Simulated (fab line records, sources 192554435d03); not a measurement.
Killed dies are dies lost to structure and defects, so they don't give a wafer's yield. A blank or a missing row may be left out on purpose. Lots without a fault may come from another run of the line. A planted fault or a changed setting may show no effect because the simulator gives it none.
fab line records | flow n5_finfet
record lots=6 wafers=18 last_day=16
route steps=1938 shown BEOL_M10@1487 PASSIVATION@1936
lots that met no fault: from a run of the same line without faults
start_h: hours from the record's first day to the start of the lot's first wafer shown | wait_h: hours since the lot's step before | " the same as in the row above | L1.1+2: a row that stands for several wafers | - no value, or no start given | * or withheld: withheld | < > ~ a bound
route shown NAME@n: a module of which the file shows steps, and the number in the route of the first | usual: mean/standard deviation of fault-free wafers | same: alike in all rows | chamber/n: place in a boat | sites: the reading at each site | _std_site: their standard deviation | _edge_site: outer sites' mean less inner sites' | radius_mm: how far each site lies from the wafer's centre | mask NAME#n: copy n | behind: the tool/chamber that last shaped the wafer | hold: why the lot was held/for how many hours/how that ended | device: the transistor (n, p or np) that didn't switch | end of line: the same wafers' tests at the end of the route | a step without rows: its recipe alone | killed: dies lost to structure and defects at the first sort, not the wafer's yield | map: a wafer's dies, x killed, . not, _ none there
set.NAME: the setting as run; set.NAME@STEP: as run at that earlier step | model.NAME: the simulator's own value behind a step, which no gauge read
lots at some steps of the route; a table a step, a row a wafer
services: from which hour (start_h, from the record's first day; less than 0 if before it) a tool's chamber was out of use, for how many hours, and why
## steps
# step N5_BEOL_M10_ETCH_61
# recipe chemistry=CF4 target=SiARC target_depth_a=390 mask_material=CAR-ArF time_s=65 ion_energy_ev=80 pressure_mtorr=40 source_w=545 bias_w=36 Ar_flow_sccm=100 cf4_flow_sccm=100 ends=cleared
# usual bias_w=36.01/0.12 drypump_motor_current_A=5.7/0.35 etch_rf_on_time_s=64.3/0.72 oes_product_au=0.69/0.071 rf_vpp_V=183.8/1.2 showerhead_plenum_p_Torr=2.12/0.057 throttle_valve_pct=15.47/0.15
# columns lot.wafer tool chamber start_h wait_h bias_w drypump_motor_current_A etch_rf_on_time_s oes_product_au rf_hours_counter_h rf_vpp_V showerhead_plenum_p_Torr throttle_valve_pct
L796.1 rie_diel-06 3 219.96 0.0 35.93 6.1 65.0 0.58 243 182.3 2.03 15.76
L796.3 " 2 " " 36.20 5.7 63.1 0.77 30 183.0 2.09 15.39
L796.6 " 1 " " 36.15 5.6 65.3 0.62 - 184.8 2.13 15.57
L798.2 rie_diel-01 0 245.83 0.0 36.25 5.2 63.6 0.79 24 182.4 2.10 15.44
L798.4 " 3 " " 35.90 6.4 63.6 0.77 - 184.5 2.10 15.36
L798.6 " 0 " " 36.07 5.2 64.1 0.79 - 182.2 2.09 15.43
L801.3 rie_diel-02 2 267.14 0.0 35.89 5.7 63.4 0.72 71 182.6 2.08 15.37
L801.4 " 0 " " 36.00 5.9 64.0 0.60 198 186.2 2.21 15.45
L801.6 " 2 " " 35.82 5.6 64.0 0.71 - 184.7 2.08 15.38
L807.1 rie_diel-02 0 313.45 0.0 35.98 5.9 64.5 0.59 214 184.1 2.20 15.47
L807.2 " 3 " " 36.28 5.2 64.0 0.61 235 184.2 2.20 15.62
L807.4 " 2 " " 36.03 5.7 63.6 0.70 85 184.4 2.08 15.40
L809.1 rie_diel-06 2 319.24 0.0 35.89 5.7 64.1 0.72 67 183.5 2.08 15.46
L809.2 " 0 " " 36.06 5.3 64.9 0.66 101 185.7 2.25 15.55
L809.4 " 1 " " 36.19 5.6 65.8 0.59 220 184.2 2.11 15.63
L812.3 rie_diel-02 1 332.31 0.0 36.06 5.8 64.9 0.70 73 183.2 2.08 15.44
L812.4 " 0 " " 35.97 5.9 64.2 0.58 220 183.6 2.20 15.49
L812.5 " 1 " " 35.88 5.8 64.8 0.70 - 182.4 2.08 15.44
# step N5_BEOL_M10_ETCH_62
# recipe chemistry=N2/H2 target=SOC target_depth_a=1100 overetch_a=220 mask_material=SiARC temp_c=40 time_s=165 ion_energy_ev=200 pressure_mtorr=30 source_w=840 bias_w=150 n2_flow_sccm=200 h2_flow_sccm=200
# usual bias_w=150.0/0.42 drypump_motor_current_A=5.7/0.35 oes_product_au=0.68/0.068 rf_vpp_V=523.2/2.1 showerhead_plenum_p_Torr=2.52/0.072 throttle_valve_pct=17.70/0.14
# columns lot.wafer tool chamber start_h wait_h bias_w drypump_motor_current_A oes_product_au rf_hours_counter_h rf_vpp_V showerhead_plenum_p_Torr throttle_valve_pct
L796.1 rie_diel-06 3 220.01 0.0 150.4 6.2 0.58 243 520.0 2.41 18.11
L796.3 " 2 " " 150.2 5.7 0.75 30 522.1 2.48 17.61
L796.6 " 1 " " 149.0 5.6 0.62 - 524.1 2.52 17.67
L798.2 rie_diel-01 0 245.88 0.0 150.4 5.2 0.78 24 521.8 2.48 17.69
L798.4 " 3 " " 150.7 6.4 0.76 - 522.0 2.49 17.56
L798.6 " 0 " " 150.0 5.2 0.78 - 522.0 2.48 17.69
L801.3 rie_diel-02 2 267.19 0.0 150.3 5.6 0.70 71 521.9 2.47 17.66
L801.4 " 0 " " 150.0 5.9 0.59 198 527.0 2.62 17.65
L801.6 " 2 " " 150.1 5.7 0.70 - 521.5 2.47 17.66
L807.1 rie_diel-02 0 313.50 0.0 150.1 5.9 0.58 214 526.4 2.61 17.68
L807.2 " 3 " " 149.6 5.2 0.59 235 524.9 2.62 17.78
L807.4 " 2 " " 149.9 5.7 0.68 85 522.5 2.47 17.69
L809.1 rie_diel-06 2 319.29 0.0 150.8 5.7 0.71 67 523.0 2.47 17.65
L809.2 " 0 " " 149.8 5.3 0.65 102 527.1 2.68 17.82
L809.4 " 1 " " 149.8 5.6 0.60 220 523.4 2.51 17.70
L812.3 rie_diel-02 1 332.36 0.0 149.9 5.8 0.69 73 520.8 2.47 17.69
L812.4 " 0 " " 150.8 5.9 0.58 220 525.9 2.61 17.72
L812.5 " 1 " " 149.9 5.8 0.69 - 520.6 2.47 17.69
# step N5_BEOL_M10_STRIP_68
# recipe chemistry=N2/H2 temp_c=40 n2_flow_sccm=200 h2_flow_sccm=200 rf_frequency_hz=6e+07
# step N5_BEOL_M10_STRIP_67
# recipe chemistry=CF4 resist=SiARC power_w=300 bias_power_w=75 pressure_mtorr=50 cf4_flow_sccm=150 rf_frequency_hz=6e+07
# usual drypump_motor_current_A=5.7/0.34 oes_product_au=0.81/0.08 rf_vpp_V=270.7/1.3 showerhead_plenum_p_Torr=1.77/0.045 throttle_valve_pct=13.44/0.15
# columns lot.wafer tool chamber start_h wait_h drypump_motor_current_A oes_product_au rf_hours_counter_h rf_vpp_V showerhead_plenum_p_Torr throttle_valve_pct
L796.1 rie_diel-06 3 220.15 0.0 6.1 0.68 243 269.2 1.70 13.78
L796.3 " 2 " " 5.7 0.89 30 270.1 1.75 13.36
L796.6 " 1 " " 5.6 0.73 - 271.1 1.78 13.57
L798.2 rie_diel-01 0 246.03 0.0 5.2 0.91 24 270.4 1.76 13.38
L798.4 " 3 " " 6.4 0.89 - 271.2 1.75 13.28
L798.6 " 0 " " 5.2 0.91 - 269.3 1.76 13.38
L801.3 rie_diel-02 2 267.34 0.0 5.6 0.82 71 270.7 1.74 13.32
L801.4 " 0 " " 5.9 0.70 199 271.3 1.85 13.47
L801.6 " 2 " " 5.6 0.83 - 270.1 1.74 13.35
L807.1 rie_diel-02 0 313.65 0.0 5.9 0.69 214 272.7 1.84 13.49
L807.2 " 3 " " 5.2 0.70 235 270.4 1.83 13.60
L807.4 " 2 " " 5.7 0.81 85 270.9 1.74 13.36
L809.1 rie_diel-06 2 319.43 0.0 5.7 0.83 67 270.1 1.74 13.41
L809.2 " 0 " " 5.3 0.77 102 271.8 1.87 13.50
L809.4 " 1 " " 5.6 0.71 220 270.2 1.77 13.66
L812.3 rie_diel-02 1 332.50 0.0 5.8 0.81 73 270.1 1.75 13.40
L812.4 " 0 " " 5.9 0.69 220 272.7 1.84 13.52
L812.5 " 1 " " 5.9 0.82 - 270.6 1.75 13.40
# step N5_BEOL_M10_HM_OPEN_17
# recipe chemistry=Cl2/BCl3 target_depth_a=200 overetch_a=60 target=TiN mask_material=SOC ion_energy_ev=150 pressure_mtorr=10 icp_w=1000 bias_w=126 Cl2_flow_sccm=53.25 bcl3_flow_sccm=21.75 Ar_flow_sccm=25
# usual bias_w=126.0/0.33 drypump_motor_current_A=5.7/0.33 oes_product_au=0.66/0.08 throttle_valve_pct=22.19/0.28
# columns lot.wafer tool chamber start_h wait_h bias_w drypump_motor_current_A oes_product_au rf_hours_counter_h throttle_valve_pct
L796.1 rie_metal-01 0 220.19 0.0 125.8 6.0 0.59 73 21.96
L796.3 " 0 " " 125.4 5.9 0.59 - 21.99
L796.6 " 1 " " 125.7 5.5 0.65 - 22.58
L798.2 rie_metal-03 0 246.07 0.0 125.8 6.3 0.64 48 22.30
L798.4 " 1 " " 125.7 5.5 0.76 - 21.70
L798.6 " 0 " " 125.9 6.3 0.64 - 22.28
L801.3 rie_metal-03 1 267.41 0.1 126.2 5.4 0.76 - 21.69
L801.4 " 0 " " 126.0 6.3 0.63 - 22.31
L801.6 " 1 " " 125.9 5.4 0.77 - 21.69
L807.1 rie_metal-02 0 313.69 0.0 126.6 5.3 0.79 5 21.99
L807.2 " 1 " " 125.3 5.9 0.60 79 22.40
L807.4 " 0 " " 126.3 5.3 0.78 - 21.97
L809.1 rie_metal-02 1 319.47 0.0 125.8 5.9 0.59 80 22.37
L809.2 " 0 " " 125.1 5.3 0.78 6 21.98
L809.4 " 1 " " 126.0 5.9 0.59 - 22.39
L812.3 rie_metal-03 0 332.57 0.1 125.8 6.3 0.64 - 22.29
L812.4 " 1 " " 126.1 5.4 0.75 - 21.70
L812.5 " 1 " " 126.3 5.4 0.74 - 21.70
# step N5_BEOL_M10_STRIP_19
# recipe chemistry=O2 power_w=400 temp_c=40 pressure_mtorr=30 rf_frequency_hz=6e+07 bias_power_w=0 overash_fraction=0.2 o2_flow_sccm=225
# usual drypump_motor_current_A=5.7/0.33 oes_product_au=0.80/0.077 rf_vpp_V=3.6/0.59 showerhead_plenum_p_Torr=2.09/0.073 throttle_valve_pct=16.55/0.12
# columns lot.wafer tool chamber start_h wait_h drypump_motor_current_A oes_product_au rf_hours_counter_h rf_vpp_V showerhead_plenum_p_Torr throttle_valve_pct
L796.1 rie_diel-06 1 220.31 0.1 5.6 0.73 184 3.5 2.08 16.60
L796.3 " 3 " " 6.2 0.68 243 4.6 1.98 16.82
L796.6 " 2 " " 5.7 0.90 - 4.2 2.04 16.44
L798.2 rie_diel-06 2 246.18 0.1 5.7 0.89 39 3.8 2.04 16.41
L798.4 " 2 " " 5.7 0.88 - 3.0 2.04 16.44
L798.6 " 0 " " 5.3 0.81 - 3.8 2.22 16.61
L801.3 rie_diel-06 2 267.51 0.1 5.7 0.85 49 3.4 2.03 16.48
L801.4 " 0 " " 5.3 0.80 84 4.3 2.22 16.61
L801.6 " 1 " " 5.6 0.71 - 3.6 2.08 16.63
L807.1 rie_diel-01 2 313.94 0.2 5.7 0.81 101 3.9 2.04 16.38
L807.2 " 0 " " 5.2 0.88 45 4.6 2.04 16.52
L807.4 " 3 " " 6.4 0.87 57 2.6 2.04 16.48
L809.1 rie_diel-06 3 319.59 0.1 6.1 0.93 17 3.6 2.24 16.38
L809.2 " 0 " " 5.3 0.78 102 4.2 2.21 16.67
L809.4 " 2 " " 5.7 0.83 67 3.6 2.03 16.49
L812.3 rie_diel-06 2 332.65 0.1 5.7 0.82 72 4.0 2.02 16.50
L812.4 " 0 " " 5.3 0.78 106 3.2 2.21 16.65
L812.5 " 1 " " 5.6 0.69 - 5.0 2.07 16.67
# step N5_BEOL_M10_CD_MEAS_18
# recipe pitch_nm=140 target_cd_nm=70
# usual cd_nm=70.0/0.44
# columns lot.wafer tool chamber start_h wait_h cd_nm
L796.1 cd_sem-03 - 220.37 0.0 69.6
L796.3 " - " " 69.4
L796.6 " - " " 70.0
L798.2 cd_sem-02 - 246.26 0.1 70.2
L798.4 " - " " 69.6
L798.6 " - " " 70.1
L801.3 cd_sem-01 - 267.58 0.1 69.4
L801.4 " - " " 69.9
L801.6 " - " " 69.4
L807.1 cd_sem-03 - 314.01 0.0 71.2
L807.2 " - " " 70.3
L807.4 " - " " 70.6
L809.1 cd_sem-03 - 319.66 0.0 70.0
L809.2 " - " " 69.8
L809.4 " - " " 69.5
L812.3 cd_sem-02 - 332.74 0.1 70.2
L812.4 " - " " 70.0
L812.5 " - " " 69.3
# step N5_BEOL_M10_COAT_63
# recipe resist=SOC temp_c=250 time_s=60 spin_rpm=1500 resist_thk_nm=100
# step N5_BEOL_M10_COAT_64
# recipe resist=SiARC temp_c=220 time_s=60 spin_rpm=1500 resist_thk_nm=30
# step N5_BEOL_M10_COAT_22
# recipe resist=CAR-ArF spin_rpm=1500 resist_thk_nm=90
# step N5_BEOL_M10_EBR_24
# recipe solvent=PGMEA ebr_width_mm=1.5
# step N5_BEOL_M10_SOFTBAKE_23
# recipe temp_c=110 time_s=60 resist=CAR-ArF
# step N5_BEOL_M10_EXPOSE_25
# recipe mask_id=V9 na=1.35 source_shape=annular sigma_inner=0.5 sigma_outer=0.8 polarization=unpolarized dose_mj=85.5
# usual exposure_dose_mJ_cm2=85.49/0.088 reticle_temp_C=23.00/0.12
# columns lot.wafer tool chamber start_h wait_h mask exposure_dose_mJ_cm2 reticle_temp_C
L796.1 arfi_scanner-01 0 220.81 - V9#0 85.56 23.08
L796.3 " 0 " " V9#0 85.58 23.04
L796.6 " 0 " " V9#0 85.47 22.98
L798.2 arfi_scanner-01 0 247.50 - V9#0 85.47 23.05
L798.4 " 0 " " V9#0 85.58 23.12
L798.6 " 0 " " V9#0 85.71 23.06
L801.3 arfi_scanner-01 0 272.28 - V9#0 84.11 23.20
L801.4 " 0 " " V9#0 84.04 23.14
L801.6 " 0 " " V9#0 84.25 23.14
L807.1 arfi_scanner-01 0 314.75 - V9#0 84.40 23.14
L807.2 " 0 " " V9#0 84.53 22.95
L807.4 " 0 " " V9#0 84.44 22.99
L809.1 arfi_scanner-02 0 320.09 - V9#0 85.45 23.09
L809.2 " 0 " " V9#0 85.39 22.98
L809.4 " 0 " " V9#0 85.35 22.96
L812.3 arfi_scanner-02 0 335.92 - V9#0 85.48 22.89
L812.4 " 0 " " V9#0 85.56 22.72
L812.5 " 0 " " V9#0 85.56 22.88
# step N5_BEOL_M10_PEB_26
# recipe peb_temp_c=withheld peb_time_s=60 resist=CAR-ArF
# step N5_PASSIVATION_PROBE_49
# usual defect_limited_yield=90.9/1.3 killed_at_M0_to_M3=35/10 killed_at_M4_up=15/5.7 killed_at_contacts=14/6.4 killed_at_front_end=40/11 killed_at_other=4/3.1 killed_dies=108/16 killed_on_rim=14/3.6 killed_open=71/11 killed_short=34/7.7 sort_bin_5_function=5.4/0.9 sort_bin_6_memory=3.4/0.61 sort_n_pass=1072/16 sort_yield_pct=90.9/1.3
# same gross_dies=1180 killed_at_back_side=0 sort_bin_4_leakage[%]=0 sort_bin_8_speed[%]=0
# columns lot.wafer tool chamber start_h wait_h defect_limited_yield[%] killed_at_M0_to_M3 killed_at_M4_up killed_at_contacts killed_at_front_end killed_at_other killed_dies killed_on_rim killed_open killed_short sort_bin_5_function[%] sort_bin_6_memory[%] sort_n_pass sort_yield_pct[%]
L796.1 prober-01 - 272.91 0.0 91.3 46 15 15 25 2 103 6 63 37 4.5 3.8 1077 91.3
L796.3 prober-01 - 273.01 0.1 90.6 42 10 26 31 2 111 13 84 25 5.4 3.6 1069 90.6
L796.6 prober-01 - 273.16 0.3 90.6 50 14 7 39 1 111 16 85 26 5.8 3.5 1069 90.6
L798.2 prober-02 - 315.99 0.1 88.6 28 15 10 74 7 134 16 90 42 7.4 3.6 1046 88.6
L798.4 prober-02 - 316.09 0.2 90.1 22 28 13 52 2 117 13 74 39 5.5 3.7 1063 90.1
L798.6 prober-02 - 316.19 0.3 89.3 30 16 10 68 2 126 14 87 34 6.2 3.8 1054 89.3
L801.3 prober-01 - 327.36 0.1 88.1 61 12 22 46 0 141 19 84 57 7.2 4.4 1039 88.1
L801.4 prober-01 - 327.41 0.2 88.8 60 15 10 44 3 132 10 103 25 6.9 3.7 1048 88.8
L801.6 prober-01 - 327.51 0.3 89.4 58 17 4 45 1 125 19 78 46 6.7 3.6 1055 89.4
L807.1 prober-01 - 364.16 0.0 90.1 48 16 10 43 0 117 17 75 36 6.1 3.1 1063 90.1
L807.2 prober-01 - 364.21 0.1 91.5 26 15 5 46 8 100 16 64 36 5.3 2.8 1080 91.5
L807.4 prober-01 - 364.31 0.2 91.4 36 10 8 42 5 101 10 72 29 5.3 2.7 1079 91.4
L809.1 prober-01 - 375.05 0.0 93.5 42 4 9 20 2 77 14 56 18 3.5 2.7 1103 93.5
L809.2 prober-01 - 375.10 0.1 91.9 34 12 5 41 3 95 14 62 31 4.6 2.9 1085 91.9
L809.4 prober-01 - 375.20 0.2 92.7 34 8 10 32 2 86 8 61 24 4.2 3.1 1094 92.7
L812.3 prober-02 - 390.14 0.1 91.4 39 12 15 35 1 102 10 74 25 4.9 3.4 1078 91.4
L812.4 prober-02 - 390.19 0.2 91.3 47 14 4 34 4 103 20 62 38 5.4 2.9 1077 91.3
L812.5 prober-02 - 390.24 0.2 88.8 44 10 18 52 8 132 22 95 35 5.7 5.2 1048 88.8
# killed by level:class
L796.1 BEOL_M3:geometric_particle:open=15 MOL_CONTACT_COAG:geometric_particle:open=13 BEOL_M0_SAQP:geometric_particle:short=8 BEOL_M3:geometric_particle:short=8 FIN_SAQP:geometric_particle:open=5 BEOL_M4:geometric_particle:open=5 GATE_CUT:geometric_particle:open=4 BEOL_M2:geometric_particle:short=4
L796.3 BEOL_M3:geometric_particle:open=24 MOL_CONTACT_COAG:geometric_particle:open=22 STI_FIN_REVEAL:geometric_particle:open=8 BEOL_M2:geometric_particle:open=6 FIN_SAQP:geometric_particle:open=4 MOL_CONTACT_COAG:geometric_particle:short=4 DUMMY_GATE:geometric_particle:open=4 BEOL_M3:geometric_particle:short=4
L796.6 BEOL_M3:geometric_particle:open=16 DUMMY_GATE:geometric_particle:open=12 BEOL_M1:geometric_particle:open=9 BEOL_M2:geometric_particle:open=8 BEOL_M7:geometric_particle:open=8 MOL_CONTACT_COAG:geometric_particle:open=6 BEOL_M0_SAQP:geometric_particle:open=5 DUMMY_GATE:geometric_particle:short=4
L798.2 STI_FIN_REVEAL:geometric_particle:open=20 FIN_SAQP:geometric_particle:open=18 FIN_SAQP:geometric_particle:short=12 BEOL_M0_SAQP:geometric_particle:short=12 MOL_CONTACT_COAG:geometric_particle:open=10 BEOL_M0_SAQP:geometric_particle:open=10 STARTING-WAFER:geometric_particle:open=8 BEOL_M4:geometric_particle:open=6
L798.4 FIN_SAQP:geometric_particle:open=16 MOL_CONTACT_COAG:geometric_particle:open=11 BEOL_M0_SAQP:geometric_particle:short=7 BEOL_M4:geometric_particle:open=7 FIN_SAQP:geometric_particle:short=5 STI_FIN_REVEAL:geometric_particle:open=5 DUMMY_GATE:geometric_particle:open=5 ILD0:geometric_particle:short=5
L798.6 FIN_SAQP:geometric_particle:open=17 STI_FIN_REVEAL:geometric_particle:open=14 MOL_CONTACT_COAG:geometric_particle:open=9 DUMMY_GATE:geometric_particle:open=6 GATE_CUT:geometric_particle:short=6 BEOL_M0_SAQP:geometric_particle:open=6 BEOL_M1:geometric_particle:open=6 FIN_SAQP:geometric_particle:short=5
L801.3 BEOL_M0_SAQP:geometric_particle:short=21 MOL_CONTACT_COAG:geometric_particle:open=17 BEOL_M0_SAQP:geometric_particle:open=14 BEOL_M2:geometric_particle:open=11 STI_FIN_REVEAL:geometric_particle:open=8 BEOL_M3:geometric_particle:open=8 FIN_SAQP:geometric_particle:open=6 FIN_SAQP:geometric_particle:short=6
L801.4 BEOL_M2:geometric_particle:open=17 BEOL_M0_SAQP:geometric_particle:open=15 STI_FIN_REVEAL:geometric_particle:open=13 BEOL_M3:geometric_particle:open=11 MOL_CONTACT_COAG:geometric_particle:open=10 BEOL_M4:geometric_particle:open=9 FIN_SAQP:geometric_particle:open=6 BEOL_M0_SAQP:geometric_particle:short=5
L801.6 BEOL_M0_SAQP:geometric_particle:open=18 BEOL_M0_SAQP:geometric_particle:short=13 BEOL_M2:geometric_particle:open=11 BEOL_M4:geometric_particle:open=10 FIN_SAQP:geometric_particle:open=8 BEOL_M3:geometric_particle:open=8 GATE_CUT:geometric_particle:short=8 STI_FIN_REVEAL:geometric_particle:open=4
L807.1 BEOL_M0_SAQP:geometric_particle:open=22 FIN_SAQP:geometric_particle:open=13 BEOL_M0_SAQP:geometric_particle:short=13 MOL_CONTACT_COAG:geometric_particle:open=7 STI_FIN_REVEAL:geometric_particle:open=6 BEOL_M4:geometric_particle:open=6 HKMG_FIN:area_etch=6 BEOL_M2:geometric_particle:short=5
L807.2 FIN_SAQP:geometric_particle:open=13 FIN_SAQP:geometric_particle:short=10 BEOL_M0_SAQP:geometric_particle:open=7 BEOL_M3:geometric_particle:open=6 MOL_CONTACT_COAG:geometric_particle:open=5 BEOL_M4:geometric_particle:open=5 SPACER0:geometric_particle:short=4 STARTING-WAFER:geometric_particle:short=4
L807.4 STI_FIN_REVEAL:geometric_particle:open=10 BEOL_M3:geometric_particle:open=10 BEOL_M2:geometric_particle:open=8 FIN_SAQP:geometric_particle:open=7 BEOL_M0_SAQP:geometric_particle:open=7 FIN_SAQP:geometric_particle:short=6 MOL_CONTACT_COAG:geometric_particle:open=5 BEOL_M4:geometric_particle:open=5
L809.1 BEOL_M3:geometric_particle:open=15 BEOL_M2:geometric_particle:open=10 BEOL_M1:geometric_particle:open=8 MOL_CONTACT_COAG:geometric_particle:open=5 MOL_CONTACT_COAG:geometric_particle:short=3 STARTING-WAFER:geometric_particle:short=3 STARTING-WAFER:geometric_particle:open=3 FIN_SAQP:geometric_particle:open=2
L809.2 DUMMY_GATE:geometric_particle:open=8 BEOL_M3:geometric_particle:open=8 STI_FIN_REVEAL:geometric_particle:open=7 BEOL_M0_SAQP:geometric_particle:open=7 BEOL_M0_SAQP:geometric_particle:short=7 FIN_SAQP:geometric_particle:open=6 MOL_CONTACT_COAG:geometric_particle:open=5 FIN_SAQP:geometric_particle:short=4
L809.4 BEOL_M3:geometric_particle:open=10 DUMMY_GATE:geometric_particle:open=9 MOL_CONTACT_COAG:geometric_particle:open=7 BEOL_M1:geometric_particle:open=7 BEOL_M0_SAQP:geometric_particle:open=6 FIN_SAQP:geometric_particle:open=5 FIN_SAQP:geometric_particle:short=4 STI_FIN_REVEAL:geometric_particle:open=4
L812.3 MOL_CONTACT_COAG:geometric_particle:open=14 BEOL_M1:geometric_particle:open=12 FIN_SAQP:geometric_particle:open=8 BEOL_M0_SAQP:geometric_particle:open=8 BEOL_M3:geometric_particle:open=6 FIN_SAQP:geometric_particle:short=5 STI_FIN_REVEAL:geometric_particle:open=5 GATE_CUT:geometric_particle:short=5
L812.4 BEOL_M0_SAQP:geometric_particle:short=13 BEOL_M1:geometric_particle:open=11 BEOL_M0_SAQP:geometric_particle:open=8 FIN_SAQP:geometric_particle:open=6 FIN_SAQP:geometric_particle:short=6 BEOL_M4:geometric_particle:open=6 BEOL_M0:geometric_particle:open=4 DUMMY_GATE:geometric_particle:open=3
L812.5 FIN_SAQP:geometric_particle:open=20 MOL_CONTACT_COAG:geometric_particle:open=14 BEOL_M1:geometric_particle:open=13 BEOL_M3:geometric_particle:open=10 DUMMY_GATE:geometric_particle:open=7 BEOL_M0_SAQP:geometric_particle:open=6 BEOL_M0_SAQP:geometric_particle:short=6 FIN_SAQP:geometric_particle:short=5
## services
# columns tool chamber start_h hours kind
arfi_scanner-01 - 197.31 1.3 pm
arfi_scanner-02 - 204.40 1.7 repair
rie_diel-02 0 212.15 22.1 repair
rie_diel-06 3 215.95 2.9 repair
rie_diel-01 1 240.61 - clean
rie_diel-06 3 242.73 - clean
rie_diel-06 3 242.73 - consumable_replace:focus_ring
rie_diel-06 3 242.73 - consumable_replace:showerhead
arfi_scanner-02 - 245.81 0.8 pm
arfi_scanner-02 - 262.93 0.8 repair
rie_metal-03 - 265.67 0.1 repair
arfi_scanner-02 - 276.74 1.0 pm
rie_diel-02 2 281.00 6.7 repair
arfi_scanner-01 - 281.47 0.8 pm
arfi_scanner-01 - 287.86 1.5 pm
arfi_scanner-02 - 290.35 1.3 pm
rie_metal-02 - 291.07 2.8 pm
arfi_scanner-01 - 293.31 0.5 repair
arfi_scanner-01 - 293.82 1.0 pm
arfi_scanner-01 - 295.97 4.9 pm
arfi_scanner-02 - 300.63 8.5 repair
arfi_scanner-01 - 301.32 6.9 repair
rie_diel-01 2 307.95 1.8 repair
arfi_scanner-01 - 322.81 1.3 pm
## key
first_sign step=N5_BEOL_M10_EXPOSE_25 reading=exposure_dose_mJ_cm2 direction=down sigmas=14 usual=85.49 struck=84.29
effect none on later readings
met_at N5_BEOL_M10_EXPOSE_25
struck_wafers L801.3,L801.4,L801.6,L807.1,L807.2,L807.4
loop_trim step=N5_BEOL_M10_EXPOSE_25 setting=dose lots=L807
onset_between 247.50 272.28
fault kind=process_parameter_drift tool=arfi_scanner-01 chamber=- onset_h=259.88 steps=N5_BEOL_M10_EXPOSE_25 channel=dose_mj offset=-1.3979 shape=step acts_in=these_recipes_only stated=85.5
# loop_trim: a control loop set the setting to another value than it would have without faults
